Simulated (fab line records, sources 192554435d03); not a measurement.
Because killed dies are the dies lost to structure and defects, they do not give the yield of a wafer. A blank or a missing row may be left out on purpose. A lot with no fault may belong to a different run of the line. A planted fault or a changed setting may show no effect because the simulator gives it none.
Which tool is to blame? | flow n5-finfet | 9 lots, 27 wafers sampled, at 6 steps of a route of 1938

== WHAT THE GAUGES READ, wafer by wafer ==
N5_BEOL_M4_RC_MEAS_101. Usual: DIBL_N 36.0 mV/V, standard deviation 1.9; DIBL_P 36.0 mV/V, standard deviation 2.1; IOFF_N 0.155 nA/um, standard deviation 0.029; IOFF_P 0.20 nA/um, standard deviation 0.032; ION_N 672 uA/um, standard deviation 11; ION_P 461 uA/um, standard deviation 6.9; SS_N 71.5 mV/dec, standard deviation 0.58; SS_P 73.2 mV/dec, standard deviation 0.64; VT_N 250.4 mV, standard deviation 2.9; VT_P -251.0 mV, standard deviation 2.8.
lot  | measured     | on        | DIBL_N (mV/V)  | DIBL_P (mV/V)  | IOFF_N (nA/um)    | IOFF_P (nA/um) | ION_N (uA/um) | ION_P (uA/um) | SS_N (mV/dec)  | SS_P (mV/dec)  | VT_N (mV)         | VT_P (mV)            | flag
L285 | day 11 16:44 | prober-01 | 35.7 33.4 33.0 | 35.4 32.3 32.2 | 0.163 0.118 0.117 | 0.23 0.18 0.18 | 669 667 662   | 469 465 467   | 70.7 70.2 70.9 | 73.5 73.1 72.9 | 247.3 252.6 249.7 | -248.7 -250.8 -249.4 |
L286 | day 12 00:05 | prober-01 | 36.6 35.1 34.9 | 38.4 36.3 36.3 | 0.167 0.144 0.143 | 0.22 0.18 0.19 | 683 680 673   | 465 463 463   | 71.1 71.1 71.4 | 73.3 73.1 72.7 | 248.6 249.2 248.6 | -251.8 -254.8 -253.8 |
L287 | day 12 15:49 | prober-02 | 36.1 38.4 40.0 | 36.5 39.7 41.4 | 0.134 0.181 0.216 | 0.18 0.22 0.26 | 661 688 681   | 454 462 465   | 71.1 71.6 72.0 | 72.7 74.1 75.0 | 256.5 251.6 251.1 | -253.1 -251.1 -249.7 |
L290 | day 13 00:13 | prober-02 | 35.1 32.9 35.1 | 36.4 34.1 37.0 | 0.144 0.119 0.155 | 0.21 0.18 0.22 | 677 654 681   | 467 453 469   | 70.6 70.8 71.7 | 73.3 72.2 73.2 | 249.4 250.0 247.5 | -251.5 -251.7 -249.1 |
L291 | day 13 15:59 | prober-02 | 38.0 36.2 38.5 | 36.8 35.3 37.9 | 0.169 0.148 0.187 | 0.22 0.20 0.23 | 676 673 679   | 469 462 460   | 72.0 70.9 71.9 | 73.9 73.6 74.0 | 249.1 250.4 246.4 | -247.3 -249.4 -247.4 |
L294 | day 13 23:31 | prober-01 | 37.5 35.8 38.0 | 36.0 34.7 36.4 | 0.179 0.147 0.173 | 0.23 0.20 0.24 | 672 678 657   | 465 460 450   | 71.6 71.1 71.5 | 73.9 72.9 73.8 | 248.6 251.6 248.6 | -246.8 -250.3 -252.1 |

== EACH LOT AND THE TOOL THAT RAN IT (in order: tool; ch and the chambers of the sampled wafers; start) ==
lot  | N5_ZERO_LAYER_DESCUM_16           | N5_ZERO_LAYER_ETCH_18           | N5_ZERO_LAYER_STRIP_24              | N5_PMOS_HMC_CHANNEL_EPI_FIN_RECESS_16 | N5_PMOS_HMC_CHANNEL_EPI_CMP_21
L273 | rie-diel-05 ch 3, day 2 00:41     | rie-si-04 ch 0,1,3, day 2 00:50 | plasma-asher-01 ch 0,1, day 2 00:56 | -                                     | -
L274 | rie-diel-05 ch 0,1, day 2 06:48   | rie-si-02 ch 1,2, day 2 06:55   | plasma-asher-01 ch 0,1, day 2 07:01 | -                                     | -
L275 | rie-diel-05 ch 0,1,3, day 2 12:48 | rie-si-06 ch 0,1, day 2 12:55   | plasma-asher-01 ch 0,1, day 2 13:01 | -                                     | -
L285 | rie-diel-05 ch 1,3, day 5 00:42   | rie-si-02 ch 1,3, day 5 00:49   | plasma-asher-02 ch 0,1, day 5 00:55 | rie-si-03 ch 0,2, day 5 05:35         | cmp-03 ch 0,1,3, day 5 07:08
L286 | rie-diel-04 ch 2,3, day 5 06:43   | rie-si-02 ch 1,3, day 5 06:49   | plasma-asher-02 ch 0,1, day 5 06:55 | rie-si-03 ch 0,3, day 5 14:44         | cmp-03 ch 1,2,3, day 5 16:39
L287 | rie-diel-05 ch 0,1, day 5 12:49   | rie-si-04 ch 0,1,2, day 5 12:55 | plasma-asher-01 ch 0,1, day 5 13:02 | rie-si-05 ch 0,1,3, day 5 19:23       | cmp-04 ch 0,1, day 5 20:54
L290 | rie-diel-05 ch 1,2,3, day 6 06:49 | rie-si-06 ch 1,2,3, day 6 06:55 | plasma-asher-01 ch 0,1, day 6 07:01 | rie-si-03 ch 1,2,3, day 6 12:20       | cmp-04 ch 0,2,3, day 6 13:53
L291 | rie-diel-05 ch 0,1, day 6 12:49   | rie-si-02 ch 2,3, day 6 12:56   | plasma-asher-01 ch 0,1, day 6 13:02 | rie-si-03 ch 0,2,3, day 6 18:37       | cmp-01 ch 0,1, day 6 20:08
L294 | rie-diel-01 ch 0,2,3, day 7 07:14 | rie-si-02 ch 0,1, day 7 07:20   | plasma-asher-02 ch 0,1, day 7 07:26 | rie-si-03 ch 1,3, day 7 12:21         | cmp-03 ch 0,1, day 7 13:52
- N5_ZERO_LAYER_DESCUM_16: chemistry O2, time 7.9 s.
- N5_ZERO_LAYER_ETCH_18: etches Si in HBr/Cl2, target depth 120 nm, time 40 s.
- N5_ZERO_LAYER_STRIP_24: strips in O2.
- N5_PMOS_HMC_CHANNEL_EPI_FIN_RECESS_16: chemistry HBr/Cl2, target Si, target depth 54 nm, time 18 s.
- N5_PMOS_HMC_CHANNEL_EPI_CMP_21: polishes SiGe30, target thk 54 nm.

== WHAT THE TOOLS THEMSELVES READ (means of the sampled wafers that have a number; where no wafer has one, the mark that the record gives instead) ==
N5_ZERO_LAYER_DESCUM_16. Usual: drypump-motor-current-A 5.6 A, standard deviation 0.32; oes-product-au 0.75 a.u., standard deviation 0.073; rf-vpp-V 243.4 V, standard deviation 1.2; showerhead-plenum-p-Torr 2.11 Torr, standard deviation 0.057; throttle-valve-pct 20.44 %, standard deviation 0.2.
lot  | tool        | drypump-motor-current-A (A) | oes-product-au (a.u.) | rf-vpp-V (V) | showerhead-plenum-p-Torr (Torr) | throttle-valve-pct (%) | flag
L273 | rie-diel-05 | 5.6                         | 0.71                  | 242.4        | 2.10                            | 20.48                  |
L274 | rie-diel-05 | 5.3                         | 0.76                  | 243.8        | 2.07                            | 20.35                  |
L275 | rie-diel-05 | 5.4                         | 0.73                  | 243.2        | 2.07                            | 20.47                  |
L285 | rie-diel-05 | 5.3                         | 0.75                  | 243.7        | 2.10                            | 20.30                  |
L286 | rie-diel-04 | 6.1                         | 0.88                  | 243.0        | 2.09                            | 20.11                  |
L287 | rie-diel-05 | 5.3                         | 0.92                  | 244.5        | 2.20                            | 20.31                  |
L290 | rie-diel-05 | 5.6                         | 0.72                  | 242.6        | 2.09                            | 20.39                  |
L291 | rie-diel-05 | 5.3                         | 0.88                  | 244.6        | 2.20                            | 20.31                  |
L294 | rie-diel-01 | 5.5                         | 0.76                  | 243.1        | 2.07                            | 20.51                  |

N5_ZERO_LAYER_ETCH_18. Usual: HBr_flow_sccm 150.0 sccm, standard deviation 0.45; bias-w 75.00 W, standard deviation 0.22; drypump-motor-current-A 5.6 A, standard deviation 0.34; oes-product-au 0.999 a.u., standard deviation 0.015; throttle-valve-pct 36.35 %, standard deviation 0.29.
lot  | tool      | HBr_flow_sccm (sccm) | bias-w (W) | drypump-motor-current-A (A) | oes-product-au (a.u.) | throttle-valve-pct (%) | flag
L273 | rie-si-04 | -                    | -          | -                           | -                     | -                      | OFF
L274 | rie-si-02 | -                    | -          | -                           | -                     | -                      | OFF
L275 | rie-si-06 | -                    | -          | -                           | -                     | -                      | OFF
L285 | rie-si-02 | 150.3                | 74.81      | 5.2                         | 0.989                 | 36.48                  |
L286 | rie-si-02 | 149.9                | 74.97      | 5.2                         | 0.988                 | 36.49                  |
L287 | rie-si-04 | 150.0                | 74.86      | 5.7                         | 1.005                 | 36.54                  |
L290 | rie-si-06 | 150.2                | 75.22      | 5.6                         | 0.994                 | 36.16                  |
L291 | rie-si-02 | 150.3                | 75.02      | 5.5                         | 0.979                 | 36.63                  |
L294 | rie-si-02 | 150.1                | 75.00      | 5.4                         | 1.010                 | 36.39                  |

N5_ZERO_LAYER_STRIP_24. Usual: drypump-motor-current-A 5.6 A, standard deviation 0.36; heater-power-w 313 W, standard deviation 12; oes-product-au 0.647 a.u., standard deviation 0.0045; strip-time-to-endpoint-s 43.85 s, standard deviation 0.076.
lot  | tool            | drypump-motor-current-A (A) | heater-power-w (W) | oes-product-au (a.u.) | strip-time-to-endpoint-s (s) | flag
L273 | plasma-asher-01 | 5.6                         | 307                | 0.649                 | 45.01                        | OFF
L274 | plasma-asher-01 | 5.8                         | 314                | 0.649                 | 44.93                        | OFF
L275 | plasma-asher-01 | 5.6                         | 301                | 0.649                 | 45.00                        | OFF
L285 | plasma-asher-02 | 5.6                         | 320                | 0.650                 | 43.81                        |
L286 | plasma-asher-02 | 5.3                         | 318                | 0.649                 | 43.86                        |
L287 | plasma-asher-01 | 5.6                         | 297                | 0.653                 | 43.71                        |
L290 | plasma-asher-01 | 5.8                         | 308                | 0.649                 | 43.77                        |
L291 | plasma-asher-01 | 5.8                         | 315                | 0.649                 | 43.84                        |
L294 | plasma-asher-02 | 5.3                         | 316                | 0.650                 | 43.76                        |

N5_PMOS_HMC_CHANNEL_EPI_FIN_RECESS_16. Usual: drypump-motor-current-A 5.7 A, standard deviation 0.52; oes-product-au 1.009 a.u., standard deviation 0.019; throttle-valve-pct 35.4 %, standard deviation 0.39.
lot  | tool      | drypump-motor-current-A (A) | oes-product-au (a.u.) | throttle-valve-pct (%) | flag
L285 | rie-si-03 | 6.0                         | 1.026                 | 35.4                   |
L286 | rie-si-03 | 5.4                         | 1.030                 | 35.1                   |
L287 | rie-si-05 | 5.8                         | 1.001                 | 35.3                   |
L290 | rie-si-03 | 5.2                         | 1.014                 | 35.8                   |
L291 | rie-si-03 | 5.5                         | 1.028                 | 35.4                   |
L294 | rie-si-03 | 5.2                         | 1.031                 | 35.8                   |

N5_PMOS_HMC_CHANNEL_EPI_CMP_21. Usual: 12.5 A for motor-current-A, sd 2.
lot  | tool   | motor-current-A (A) | flag
L285 | cmp-03 | 12.2                |
L286 | cmp-03 | 11.5                |
L287 | cmp-04 | 10.7                |
L290 | cmp-04 | 11.7                |
L291 | cmp-01 | 13.8                |
L294 | cmp-03 | 11.5                |

== THE ANSWER, worked out from the rows above alone ==
Rule: lot off if the mean of its wafers having a number is beyond 3 standard deviations from the usual mean. Also off: a lot with no number at a reading for which 4 or more lots have one. Where the step has rows for the other lots, those lots are counted as sound. The gauges are gone through in route order, then the tools' own readings, and for those a lot's mean is taken as printed above. The first step at which some lot is off is used, and at that step the reading that is off furthest; a lot without a number counts as furthest.
Off: L273, L274, L275, at N5_ZERO_LAYER_ETCH_18 (HBr_flow_sccm). Without a number there: L273, L274, L275.
If a tool, at that step or one of the process steps before it, ran each lot that is off and ran no sound lot following the first of them, it fits. Not one of the candidates tried fits.

== WHAT THE SIMULATOR HAD PUT IN ==
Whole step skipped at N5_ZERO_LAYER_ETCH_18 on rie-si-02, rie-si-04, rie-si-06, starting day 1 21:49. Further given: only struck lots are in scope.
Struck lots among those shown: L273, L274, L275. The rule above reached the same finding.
